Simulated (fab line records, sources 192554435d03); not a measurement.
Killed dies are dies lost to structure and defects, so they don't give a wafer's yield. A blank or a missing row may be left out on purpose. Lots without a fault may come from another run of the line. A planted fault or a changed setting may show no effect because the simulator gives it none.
Chamber matching | flow n5_finfet | N5_FIN_SAQP_ETCH_34 on rie_diel-06: 4 sister chambers
The step etches SiO2 in C4F6/O2, target depth 45 nm, time 15 s. 8 wafers are shown with their chamber, then 8 later ones without.

WAFERS WITH THEIR CHAMBER
wafer  | chamber | throttle_valve_pct (%) | showerhead_plenum_p_Torr (Torr)
L084.6 | 2       | 21.37                  | 2.72
L085.1 | 0       | 21.15                  | 2.97
L087.4 | 1       | 21.41                  | 2.84
L087.5 | 2       | 21.38                  | 2.71
L088.1 | 1       | 21.39                  | 2.84
L088.4 | 3       | 20.72                  | 2.72
L088.5 | 3       | 20.73                  | 2.72
L089.1 | 0       | 21.16                  | 2.96

WAFERS WITHOUT THEIR CHAMBER
wafer  | throttle_valve_pct (%) | showerhead_plenum_p_Torr (Torr)
L089.2 | 21.41                  | 2.84
L089.6 | 20.72                  | 2.72
L093.1 | 21.40                  | 2.71
L093.2 | 21.17                  | 2.96
L093.5 | 21.16                  | 2.96
L094.1 | 20.75                  | 2.72
L094.2 | 21.18                  | 2.96
L094.4 | 21.40                  | 2.71

WHICH CHAMBER EACH WENT THROUGH
wafer  | from the rows above | in truth
L089.2 | 1                   | 1
L089.6 | 3                   | 3
L093.1 | 2                   | 2
L093.2 | 0                   | 0
L093.5 | 0                   | 0
L094.1 | 3                   | 3
L094.2 | 0                   | 0
L094.4 | 2                   | 2
Placed correctly: 8 of 8. Can't be placed from these rows: 0. Placed wrongly: 0.
How it was worked out, from the rows above alone: a wafer's distance from a chamber is the root of the sum, over the readings, of the square of ((its reading less the chamber's mean) divided by the reading's scatter). The wafer belongs to the nearest chamber; if the next one is less than 2 further off, it can't be placed. A chamber's mean is the mean of its shown wafers. The scatter: the root of (the sum of the squares of (reading less its chamber's mean) over the shown wafers, divided by (wafers less chambers)).
